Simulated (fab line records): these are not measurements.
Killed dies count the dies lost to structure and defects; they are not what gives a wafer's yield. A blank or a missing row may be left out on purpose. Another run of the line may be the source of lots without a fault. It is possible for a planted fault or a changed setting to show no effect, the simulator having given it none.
8D (eight disciplines) problem report, filled in by code / flow nand harc / the parts of the form that need people (team, actions taken, sign-off) are left out

== 1. THE PROBLEM ==
Mean of time to endpoint s at NHARC_A_SGD_CUT_CMP_21: 25.7 s across 4 wafers in 3 lots; on wafers with no fault it is 48.4 s (standard deviation 2.3). Measured from the usual mean, that is -9.9 standard deviations.
The step: polishes, target thk 148.19 nm.
First seen on wafer L959.6, day 27 14:05, on cmp-01. The record has a number at this step for 34 wafers belonging to 12 lots. The rule behind "out" and "out of limits": a value lying over 4 standard deviations away from the usual mean. The rest of the wafers with a number are treated as sound.

== 2. WHAT IT IS; WHAT IT IS NOT ==
question=which readings at this step | is=time to endpoint s | is not=motor current A
question=which lots | is=L959, L960, L961 | is not=L942, L943, L944, L945, L946, L948, L949, L952, L957
question=which wafers of those lots | is=L959.6, L960.4, L960.6, L961.6 | is not=L959.2, L960.2, L961.3
question=read on which tools | is=cmp-01 | is not=cmp-02, cmp-03
question=when | is=from day 27 14:05 | is not=up to then (28 sound wafers); but 2 sound wafers of L960, L961 came after

== 3. WHAT RULES OUT EACH SUSPECT ==
Counting: any tool at a process step up to the reading remains a suspect provided it ran every lot that is out. Sound lots after the first of them don't rule it out here, since some wafers of a struck lot are sound.
- pecvd-03 at NHARC_A_STAIRCASE_DEP_471 (deposits SiO2, target thk 100 nm): kept. It processed each lot that is out (first: L959, day 27 06:38); up to then, its last sound lot is L957 (day 25 07:20).
- cmp-01 at NHARC_A_SGD_CUT_CMP_21 (polishes, target thk 148.19 nm): kept. It processed each lot that is out (first: L959, day 27 14:05); up to then, its last sound lot is L957 (day 25 14:42). Its own readings are out on those wafers: time to endpoint s.
The count leaves cmp-01 at NHARC_A_SGD_CUT_CMP_21 and pecvd-03 at NHARC_A_STAIRCASE_DEP_471.

== 4. THE CAUSE (what the simulator had put in) ==
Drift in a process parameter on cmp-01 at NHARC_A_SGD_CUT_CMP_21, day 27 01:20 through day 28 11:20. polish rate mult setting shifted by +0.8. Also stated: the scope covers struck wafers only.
Counting left 2 suspects, and this tool is among them.

== 5. THE CHAIN OF EFFECTS, in route order ==
Each row: a reading where the mean over the struck wafers with a number is more than 3 standard deviations away from the usual. Readings are gone through only where the record gives a usual standard deviation; hours: the median, over the lots, of the time from a lot's start at the first step in this table giving one to that lot's start at this step; sigmas: the change measured in usual standard deviations.
hours=0; step=NHARC_A_SGD_CUT_CMP_21; reading=time to endpoint s; usual=48.4 s; on struck wafers=25.7; change=-22.7; sigmas=-9.9
Process steps it contains:
- NHARC_A_SGD_CUT_CMP_21: polishes, target thk 148.19 nm.

== 6. HOW IT WOULD HAVE BEEN CAUGHT EARLIER ==
First out-of-limits reading in this record: day 27 14:05, which is 13 hours after fault onset at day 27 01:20.
